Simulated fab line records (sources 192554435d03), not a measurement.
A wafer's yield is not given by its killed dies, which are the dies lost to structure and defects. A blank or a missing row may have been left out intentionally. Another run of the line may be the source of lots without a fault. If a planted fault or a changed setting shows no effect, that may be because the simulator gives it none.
Struck lot and sound lot, side by side	flow n5-finfet	16 out of 1938 route steps
Sound: wafers L784.1, L784.3, L784.5. Struck: wafers L780.3, L780.4, L780.6. The cause is named last.
Order at every step that has rows: each side's tool, ch and its chambers, its first start. Under that, the readings that differ: sound wafers	struck wafers	difference of the means	sigmas: that difference in standard deviations of wafers without a fault.
alike: a reading whose means differ by less than 2 such deviations, as well as words and numbers matching on both sides. not compared: withheld readings; readings where some wafer has no value; bounds like >300 that might hide an equal value; numbers whose values overlap and for which the record gives no deviation.
A row with sigmas, a row that says differs or no value, or rows on one side alone: a step with any of these is where the two part. Numbers that have no deviation but don't overlap get no sigmas and don't part them. Lack of a reading on every wafer of one side parts them only where that side has two or more wafers.

first, 9 steps without rows for these wafers: N5_BEOL_M4_SOFTBAKE_23 (time 60 s); N5_BEOL_M4_EXPOSE_25 (exposes mask V3, defocus 5 nm); N5_BEOL_M4_PEB_26 (peb time 60 s); N5_BEOL_M4_DEVELOP_27 (develop time 30 s); N5_BEOL_M4_DESCUM_33 (chemistry O2, time 7 s); N5_BEOL_M4_ETCH_77 (etches underlayer in N2/H2, target depth 6.5 nm, time 5.2 s); N5_BEOL_M4_ETCH_69 (etches SiARC in CF4, target depth 15.6 nm, time 26 s); N5_BEOL_M4_ALD_98 (deposits SiO2, target thk 2.5 nm, pulse time 1 s, co reactant pulse time 1 s); N5_BEOL_M4_ETCHBACK_99 (etches SiO2 in CHF3, target depth 5 nm, time 10.4 s).
N5_BEOL_M4_ETCH_70: etches SOC in N2/H2, target depth 80 nm, overetch 24 nm, time 130 s.
  sound on rie-diel-01 ch 0,1,2, day 13 05:31; struck on rie-diel-01 ch 0,1,3, day 12 12:58
  no value came back on the struck wafers for any of 8 readings (bias-w (W), chamber-pressure-mTorr (mTorr) and others); on the sound wafers bias-w (W) reads 150.6 150.0 149.4
reading	sound	struck	difference	sigmas
model.CAR-EUV_of_BEOL_M4_COAT_22.thk-nm (nm)	0 0 0	10.6 10.4 10.4	+10.5	
model.SiARC_of_BEOL_M4_COAT_68.thk-nm (nm)	6 5.8 5.8	12 12 12	+6	
model.underlayer_of_BEOL_M4_COAT_76.thk-nm (nm)	0 0 0	5 5 5	+5	
  not compared: rf-hours-counter-h
then, 2 steps without rows for these wafers: N5_BEOL_M4_STRIP_71 (strips in N2/H2); N5_BEOL_M4_STRIP_78 (strips in N2/H2).
N5_BEOL_M4_VIA_ETCH_34: etches the open film in C4F6/O2, target depth 69.4 nm, time 65.9 s.
  sound on rie-diel-01 ch 0,1,2, day 13 05:37; struck on rie-diel-01 ch 0,1,3, day 12 13:04
reading	sound	struck	difference	sigmas
oes-product-au (a.u.)	0.71 0.82 0.70	0.31 0.26 0.30	-0.45	-5
  alike: C4F6_flow_sccm, O2_flow_sccm, drypump-motor-current-A, oes_o_777_au, rf-vpp-V, showerhead-plenum-p-Torr, throttle-valve-pct
  not compared: rf-hours-counter-h
then, 1 step without rows for these wafers: N5_BEOL_M4_STRIP_83 (strips in C4F6/O2).
N5_BEOL_M4_RC_MEAS_101:
  the record has rows for the sound wafers here (prober-01 ch 0, day 13 12:02) and none for the struck ones
-- a jump in the record: the struck wafers' starts before and after are 4 days apart (it breaks off in module BEOL_M4 and resumes in module PASSIVATION, where the first step shown is number 1936 of the route) --
N5_PASSIVATION_PROBE_49:
  only the struck wafers here have rows in the record (prober-02, day 16 23:47); the sound ones have none

== WHERE THEY PART ==
Earliest at N5_BEOL_M4_ETCH_70; latest, in this record, at N5_PASSIVATION_PROBE_49.

WHY: the cause the simulator had injected
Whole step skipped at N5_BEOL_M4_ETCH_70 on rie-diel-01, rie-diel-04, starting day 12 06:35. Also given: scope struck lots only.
